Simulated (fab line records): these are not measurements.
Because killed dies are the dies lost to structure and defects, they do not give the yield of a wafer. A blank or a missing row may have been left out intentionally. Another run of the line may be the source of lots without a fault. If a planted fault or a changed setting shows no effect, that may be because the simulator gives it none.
Chamber matching    flow n5-finfet    4 sister chambers for N5_BEOL_M0_SAQP_STRIP_86 on rie-diel-04
The step strips in N2/H2. 24 wafers are shown with their chamber, then 12 later ones without.

## WAFERS WITH THEIR CHAMBER
wafer   chamber  drypump-motor-current-A (A)  showerhead-plenum-p-Torr (Torr)  throttle-valve-pct (%)
L075.3  3        6.7                          3.28                             19.0
L075.4  1        4.7                          3.52                             19.0
L075.5  3        6.8                          3.28                             19.0
L076.3  3        6.8                          3.28                             19.0
L076.4  3        6.8                          3.28                             19.0
L076.6  1        4.7                          3.52                             19.0
L078.2  0        5.4                          3.49                             18.7
L078.4  0        5.4                          3.49                             18.7
L078.6  1        4.7                          3.52                             19.0
L080.1  2        6.5                          3.29                             18.1
L080.3  1        4.7                          3.52                             18.9
L080.6  2        6.5                          3.29                             18.1
L081.2  0        5.4                          3.49                             18.7
L081.4  1        4.7                          3.51                             19.0
L081.6  2        6.5                          3.28                             18.1
L083.1  2        6.5                          3.28                             18.2
L083.4  2        6.5                          3.28                             18.2
L083.5  1        4.7                          3.51                             19.0
L084.3  2        6.5                          3.28                             18.2
L084.5  2        6.5                          3.28                             18.2
L084.6  1        4.7                          3.51                             19.0
L085.2  1        4.7                          3.51                             19.0
L085.4  2        6.5                          3.28                             18.2
L085.5  3        6.8                          3.27                             19.0

SIGNATURES, as means of the wafers listed above
reading                   chamber 0  chamber 1  chamber 2  chamber 3  scatter within a chamber
drypump-motor-current-A   5.400      4.700      6.500      6.780      0.02
showerhead-plenum-p-Torr  3.4900     3.5150     3.2825     3.2780     0.00464
throttle-valve-pct        18.700     18.988     18.163     19.000     0.0371
Rule: a wafer lies at a distance from a chamber equal to the root of the sum of squares, over the readings, of (its reading less the chamber's mean, divided by the reading's scatter). If the next closest chamber is less than 2 further off than the closest, the wafer can't be placed; otherwise it belongs to the closest. How the scatter is found: for the shown wafers, subtract from each reading the mean of its chamber, square and add these, divide the total by (wafers less chambers), then take the root.

## WAFERS WHOSE CHAMBER IS MISSING
wafer   drypump-motor-current-A (A)  showerhead-plenum-p-Torr (Torr)  throttle-valve-pct (%)
L089.4  6.5                          3.27                             18.1
L089.5  5.4                          3.48                             18.8
L089.6  6.7                          3.27                             19.1
L088.2  4.7                          3.50                             19.0
L088.5  4.7                          3.50                             19.0
L088.6  5.4                          3.48                             18.8
L090.1  6.8                          3.27                             19.1
L090.3  4.7                          3.50                             19.0
L090.5  4.7                          3.50                             19.0
L096.2  4.7                          3.50                             19.0
L096.4  6.8                          3.26                             19.1
L096.6  6.5                          3.27                             18.2

## WHICH CHAMBER EACH ONE RAN IN
wafer   from the rows above  in truth
L089.4  2                    2
L089.5  0                    0
L089.6  3                    3
L088.2  1                    1
L088.5  1                    1
L088.6  0                    0
L090.1  3                    3
L090.3  1                    1
L090.5  1                    1
L096.2  1                    1
L096.4  3                    3
L096.6  2                    2
Placed correctly: 12 of 12. Can't be placed from these rows: 0. 0 placed wrongly.
